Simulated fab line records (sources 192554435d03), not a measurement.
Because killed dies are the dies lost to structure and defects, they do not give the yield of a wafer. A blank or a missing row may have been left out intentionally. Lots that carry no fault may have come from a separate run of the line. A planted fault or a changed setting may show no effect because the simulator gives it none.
The tool behind it: which one?    flow n5Finfet    24 lots with 72 wafers sampled at 6 steps, on a route of 1938 steps

WHAT EACH GAUGE READ, for each wafer
N5_BEOL_M14_THK_MEAS_01. Usual: M14_ILD_THK 1116 nm, standard deviation 18.
lot   measured      on            M14_ILD_THK (nm)  flag
L074  day 11 08:29  filmMetro-02  1144 1133 1148    
L075  day 11 15:01  filmMetro-02  1133 1158 1113    
L077  day 12 00:23  filmMetro-02  1084 1089 1098    
L076  day 12 01:27  filmMetro-02  1110 1132 1126    
L079  day 13 01:29  filmMetro-01  1115 1119 1146    
L078  day 13 06:10  filmMetro-01  1134 1111 1142    
L082  day 13 06:43  filmMetro-02  1075 1117 1121    
L080  day 13 13:25  filmMetro-01  1102 1127 1116    
L081  day 13 20:55  filmMetro-01  1101 1105 1138    
L085  day 14 03:50  filmMetro-01  1095 1095 1118    
L083  day 14 06:01  filmMetro-02  1099 1105 1109    
L087  day 14 15:13  filmMetro-01  1116 1093 1113    
L086  day 14 17:47  filmMetro-02  1124 1132 1139    
L084  day 14 19:16  filmMetro-02  1116 1121 1124    
L088  day 14 21:11  filmMetro-01  1102 1113 1127    
L089  day 15 00:58  filmMetro-01  1117 1139 1140    
L090  day 15 20:21  filmMetro-01  1110 1115 1136    
L091  day 16 01:49  filmMetro-02  1119 1131 1107    
L092  day 16 02:35  filmMetro-02  1102 1113 1101    
L093  day 16 13:01  filmMetro-01  1104 1126 1104    
L094  day 16 20:32  filmMetro-01  1111 1126 1135    
L097  day 17 07:24  filmMetro-02  1149 1133 1130    
L095  day 17 10:34  filmMetro-01  1087 1118 1098    
L096  day 17 13:07  filmMetro-01  1080 1091 1103    

N5_BEOL_M14_CD_MEAS_10: target cd 250 nm. Usual: cdNm at 250.2 nm, with a standard deviation of 1.4.
lot   measured      on        cdNm (nm)          flag
L074  day 11 08:55  cdSem-03  249.7 248.8 250.0  
L075  day 11 15:20  cdSem-01  248.5 250.0 249.3  
L077  day 12 00:49  cdSem-03  249.9 250.3 249.6  
L076  day 12 01:46  cdSem-02  248.7 249.6 250.6  
L079  day 13 01:47  cdSem-03  250.7 250.3 251.9  
L078  day 13 06:29  cdSem-01  249.5 250.4 249.8  
L082  day 13 07:01  cdSem-01  248.8 251.8 251.4  
L080  day 13 13:44  cdSem-02  248.7 250.1 251.3  
L081  day 13 21:13  cdSem-02  248.8 248.3 249.9  
L085  day 14 04:08  cdSem-02  252.8 253.2 253.9  
L083  day 14 06:19  cdSem-02  251.4 249.6 251.5  
L087  day 14 15:32  cdSem-01  251.1 248.8 250.2  
L086  day 14 18:14  cdSem-03  250.2 251.5 251.9  
L084  day 14 19:34  cdSem-03  253.5 251.3 250.6  
L088  day 14 21:37  cdSem-01  249.5 251.1 249.7  
L089  day 15 01:24  cdSem-02  251.0 248.5 248.8  
L090  day 15 20:47  cdSem-01  247.9 248.2 248.3  
L091  day 16 02:15  cdSem-01  250.5 248.4 251.4  
L092  day 16 03:02  cdSem-03  247.3 250.7 250.7  
L093  day 16 13:27  cdSem-02  250.6 247.5 248.9  
L094  day 16 20:50  cdSem-02  250.4 249.7 250.7  
L097  day 17 07:43  cdSem-01  251.0 249.9 250.1  
L095  day 17 11:00  cdSem-01  251.6 247.7 248.5  
L096  day 17 13:25  cdSem-01  249.3 250.7 250.8  

N5_BEOL_M15_INSPECT_12: inspects for defects (macro). Usual: rawDefectCount at 1.8, with a standard deviation of 1.3.
lot   measured      on                rawDefectCount  flag
L074  day 11 15:10  defectInspect-02  2 3 3           
L075  day 11 20:35  defectInspect-02  0 2 2           
L077  day 12 06:05  defectInspect-02  3 1 2           
L076  day 12 08:13  defectInspect-01  1 1 0           
L079  day 13 06:34  defectInspect-01  5 3 2           
L078  day 13 14:07  defectInspect-02  1 0 1           
L082  day 13 14:47  defectInspect-02  0 2 3           
L080  day 13 20:31  defectInspect-01  0 4 0           
L081  day 14 05:29  defectInspect-01  3 3 1           
L085  day 14 08:37  defectInspect-02  2 4 0           
L083  day 14 15:01  defectInspect-01  2 1 4           
L087  day 14 22:19  defectInspect-02  2 0 4           
L086  day 14 23:11  defectInspect-02  3 1 0           
L084  day 15 01:16  defectInspect-01  0 0 1           
L088  day 15 01:49  defectInspect-02  2 3 2           
L089  day 15 06:53  defectInspect-01  0 3 0           
L090  day 16 02:13  defectInspect-01  0 4 1           
L091  day 16 07:04  defectInspect-01  3 4 2           
L092  day 16 08:35  defectInspect-02  2 2 2           
L093  day 16 20:45  defectInspect-02  3 4 6           
L094  day 17 01:59  defectInspect-02  4 2 3           
L097  day 17 12:11  defectInspect-01  2 1 0           
L095  day 17 15:44  defectInspect-02  0 1 2           
L096  day 17 19:19  defectInspect-01  1 3 2           

N5_BEOL_M15_CD_MEAS_17: target cd 360 nm. Usual: cdNm at 360.5 nm, with a standard deviation of 2.1.
lot   measured      on        cdNm (nm)          flag
L074  day 11 15:41  cdSem-01  363.4 361.7 362.8  
L075  day 11 21:07  cdSem-03  361.1 360.1 364.9  
L077  day 12 06:38  cdSem-01  357.2 357.0 352.4  
L076  day 12 08:45  cdSem-03  359.1 358.9 359.4  
L079  day 13 07:07  cdSem-02  359.1 359.3 361.8  
L078  day 13 14:53  cdSem-01  359.2 356.9 358.5  
L082  day 13 15:19  cdSem-02  362.3 360.1 360.4  
L080  day 13 21:54  cdSem-03  360.3 361.1 360.9  
L081  day 14 06:01  cdSem-02  356.8 361.0 358.2  
L085  day 14 09:08  cdSem-01  359.6 360.7 361.2  
L083  day 14 15:33  cdSem-03  362.5 365.8 365.3  
L087  day 14 22:52  cdSem-01  360.0 361.0 360.8  
L086  day 14 23:50  cdSem-01  361.8 361.7 358.3  
L084  day 15 01:48  cdSem-02  361.3 362.7 362.1  
L088  day 15 02:21  cdSem-03  362.0 364.1 361.6  
L089  day 15 07:25  cdSem-02  361.6 360.0 360.6  
L090  day 16 02:45  cdSem-03  359.0 359.7 360.5  
L091  day 16 07:36  cdSem-01  360.2 362.4 360.3  
L092  day 16 09:07  cdSem-02  364.2 361.5 362.3  
L093  day 16 21:24  cdSem-03  361.3 360.2 361.0  
L094  day 17 02:40  cdSem-03  359.5 361.0 361.1  
L097  day 17 12:43  cdSem-01  361.4 361.1 359.7  
L095  day 17 16:25  cdSem-02  360.1 360.9 359.6  
L096  day 17 19:52  cdSem-02  362.4 359.3 364.2  

EACH LOT AND THE TOOL THAT RAN IT (in order: tool; ch and the chambers of the sampled wafers; start)
lot   N5_BEOL_M14_STRIP_64                          N5_BEOL_M15_DESCUM_15
L074  rieDiel-06 ch 1,2, day 11 15:10 or earlier    rieDiel-04 ch 0,2,3, day 11 15:12
L075  rieDiel-06 ch 1,2,3, day 11 20:35 or earlier  rieDiel-04 ch 0,2,3, day 11 20:37
L077  rieDiel-03 ch 0,2, day 12 06:05 or earlier    rieDiel-01 ch 0,1,3, day 12 06:08
L076  rieDiel-06 ch 0,2,3, day 12 08:13 or earlier  rieDiel-05 ch 1,2,3, day 12 08:15
L079  rieDiel-06 ch 2,3, day 13 06:34 or earlier    rieDiel-04 ch 1,2, day 13 06:37
L078  rieDiel-06 ch 2,3, day 13 14:07 or earlier    rieDiel-01 ch 1,2, day 13 14:23
L082  rieDiel-02 ch 0,1,2, day 13 14:47 or earlier  rieDiel-04 ch 0,2, day 13 14:49
L080  rieDiel-06 ch 0,2,3, day 13 20:31 or earlier  rieDiel-01 ch 0,1,2, day 13 21:24
L081  rieDiel-06 ch 1,3, day 14 05:29 or earlier    rieDiel-01 ch 0,1,3, day 14 05:32
L085  rieDiel-06 ch 0,3, day 14 08:37 or earlier    rieDiel-01 ch 0,3, day 14 08:38
L083  rieDiel-06 ch 1,2,3, day 14 15:01 or earlier  rieDiel-04 ch 0,1,2, day 14 15:03
L087  rieDiel-03 ch 0,2,3, day 14 22:19 or earlier  rieDiel-01 ch 0,1,3, day 14 22:22
L086  rieDiel-02 ch 1,2,3, day 14 23:11 or earlier  rieDiel-01 ch 0,1,2, day 14 23:20
L084  rieDiel-02 ch 0,1, day 15 01:16 or earlier    rieDiel-04 ch 0,1, day 15 01:18
L088  rieDiel-02 ch 1,2,3, day 15 01:49 or earlier  rieDiel-01 ch 0,2,3, day 15 01:51
L089  rieDiel-02 ch 0,1,2, day 15 06:53 or earlier  rieDiel-04 ch 1,2,3, day 15 06:55
L090  rieDiel-06 ch 0,2,3, day 16 02:13 or earlier  rieDiel-04 ch 0,1,3, day 16 02:14
L091  rieDiel-03 ch 1,2,3, day 16 07:04 or earlier  rieDiel-01 ch 0,1,2, day 16 07:07
L092  rieDiel-03 ch 0,2,3, day 16 08:35 or earlier  rieDiel-01 ch 0,2,3, day 16 08:38
L093  rieDiel-03 ch 0,1,3, day 16 20:45 or earlier  rieDiel-05 ch 0,1,3, day 16 20:54
L094  rieDiel-02 ch 0,1,2, day 17 01:59 or earlier  rieDiel-01 ch 0,2,3, day 17 02:10
L097  rieDiel-02 ch 0,1,2, day 17 12:11 or earlier  rieDiel-01 ch 0,2, day 17 12:13
L095  rieDiel-02 ch 0,1,3, day 17 15:44 or earlier  rieDiel-01 ch 1,2,3, day 17 15:55
L096  rieDiel-06 ch 0,2,3, day 17 19:19 or earlier  rieDiel-05 ch 0,1,3, day 17 19:22
- N5_BEOL_M14_STRIP_64: strips in O2.
- N5_BEOL_M15_DESCUM_15: chemistry O2, time 7.9 s.

WHAT THE TOOLS THEMSELVES READ (means of the sampled wafers that have a number; where no wafer has one, the mark that the record gives instead)
N5_BEOL_M14_STRIP_64. Usual: drypumpMotorCurrentA 5.6 A, standard deviation 0.56; oesProductAu 0.76 a.u., standard deviation 0.047; rfVppV 3.7 V, standard deviation 0.5; showerheadPlenumPTorr 2.06 Torr, standard deviation 0.06; throttleValvePct 16.74 %, standard deviation 0.2.
lot   tool        drypumpMotorCurrentA (A)  oesProductAu (a.u.)  rfVppV (V)  showerheadPlenumPTorr (Torr)  throttleValvePct (%)  flag
L074  rieDiel-06  5.2                       0.76                 3.4         2.01                          16.74                 
L075  rieDiel-06  5.6                       0.75                 3.8         2.05                          16.82                 
L077  rieDiel-03  5.5                       0.81                 3.9         2.18                          16.28                 
L076  rieDiel-06  6.1                       0.79                 3.8         2.05                          16.73                 
L079  rieDiel-06  5.8                       0.76                 3.6         2.04                          16.74                 
L078  rieDiel-06  5.8                       0.76                 3.7         2.04                          16.72                 
L082  rieDiel-02  5.2                       0.78                 3.3         2.04                          16.80                 
L080  rieDiel-06  6.1                       0.78                 3.6         2.05                          16.74                 
L081  rieDiel-06  6.0                       0.73                 3.3         2.08                          16.93                 
L085  rieDiel-06  6.5                       0.77                 3.8         2.08                          16.83                 
L083  rieDiel-06  5.6                       0.74                 3.7         2.04                          16.86                 
L087  rieDiel-03  5.7                       0.77                 3.6         2.13                          16.38                 
L086  rieDiel-02  5.2                       0.78                 3.8         2.08                          16.84                 
L084  rieDiel-02  5.2                       0.75                 3.6         2.03                          16.75                 
L088  rieDiel-02  5.2                       0.78                 4.0         2.08                          16.82                 
L089  rieDiel-02  5.2                       0.76                 3.8         2.04                          16.80                 
L090  rieDiel-06  6.1                       0.76                 4.1         2.04                          16.79                 
L091  rieDiel-03  5.9                       0.77                 3.1         2.10                          16.47                 
L092  rieDiel-03  5.7                       0.76                 3.9         2.13                          16.41                 
L093  rieDiel-03  5.9                       0.76                 4.2         2.13                          16.47                 
L094  rieDiel-02  5.2                       0.75                 4.0         2.03                          16.84                 
L097  rieDiel-02  5.2                       0.75                 3.8         2.03                          16.86                 
L095  rieDiel-02  5.3                       0.71                 3.6         2.08                          16.88                 
L096  rieDiel-06  6.1                       0.75                 3.7         2.03                          16.80                 

N5_BEOL_M15_DESCUM_15. Usual: drypumpMotorCurrentA 5.7 A, standard deviation 0.31; oesProductAu 0.81 a.u., standard deviation 0.1; rfVppV 242.9 V, standard deviation 1.2; showerheadPlenumPTorr 2.08 Torr, standard deviation 0.051; throttleValvePct 20.34 %, standard deviation 0.16.
lot   tool        drypumpMotorCurrentA (A)  oesProductAu (a.u.)  rfVppV (V)  showerheadPlenumPTorr (Torr)  throttleValvePct (%)  flag
L074  rieDiel-04  5.9                       0.91                 243.7       2.11                          20.11                 
L075  rieDiel-04  5.9                       0.91                 244.0       2.11                          20.11                 
L077  rieDiel-01  5.5                       0.74                 242.7       2.06                          20.39                 
L076  rieDiel-05  5.5                       0.70                 242.1       2.08                          20.45                 
L079  rieDiel-04  6.3                       0.95                 243.0       2.11                          20.17                 
L078  rieDiel-01  5.4                       0.88                 241.9       2.07                          20.48                 
L082  rieDiel-04  5.8                       0.89                 243.5       2.11                          20.14                 
L080  rieDiel-01  5.4                       0.81                 243.2       2.08                          20.46                 
L081  rieDiel-01  5.5                       0.72                 243.2       2.05                          20.41                 
L085  rieDiel-01  5.4                       0.75                 242.2       2.06                          20.40                 
L083  rieDiel-04  6.0                       0.89                 243.8       2.10                          20.17                 
L087  rieDiel-01  5.5                       0.72                 242.0       2.05                          20.41                 
L086  rieDiel-01  5.4                       0.80                 242.9       2.07                          20.46                 
L084  rieDiel-04  6.1                       0.92                 244.6       2.14                          20.26                 
L088  rieDiel-01  5.5                       0.80                 242.8       2.05                          20.45                 
L089  rieDiel-04  6.1                       0.87                 243.0       2.10                          20.17                 
L090  rieDiel-04  6.0                       0.89                 243.8       2.13                          20.26                 
L091  rieDiel-01  5.4                       0.79                 242.9       2.07                          20.49                 
L092  rieDiel-01  5.5                       0.77                 242.9       2.05                          20.45                 
L093  rieDiel-05  5.4                       0.83                 243.0       2.12                          20.33                 
L094  rieDiel-01  5.5                       0.78                 242.5       2.04                          20.46                 
L097  rieDiel-01  5.4                       0.84                 241.7       2.06                          20.52                 
L095  rieDiel-01  5.5                       0.74                 242.5       2.03                          20.48                 
L096  rieDiel-05  5.4                       0.82                 242.2       2.12                          20.34                 

THE ANSWER, worked out from the rows above alone
Rule: take the mean of a lot's wafers that have a number; if it is more than 3 standard deviations from the usual mean, the lot is off. Also off: a lot with no number at a reading for which 4 or more lots have one. All remaining lots with rows at the step are treated as sound. First the gauges in route order, then the tools' own readings, where a lot's mean is used as printed above. The first step at which some lot is off is used, and at that step the reading that is off furthest; a lot without a number counts as furthest.
No lot is off at any reading shown: from this, nothing can be told.

WHAT THE SIMULATOR PUT IN
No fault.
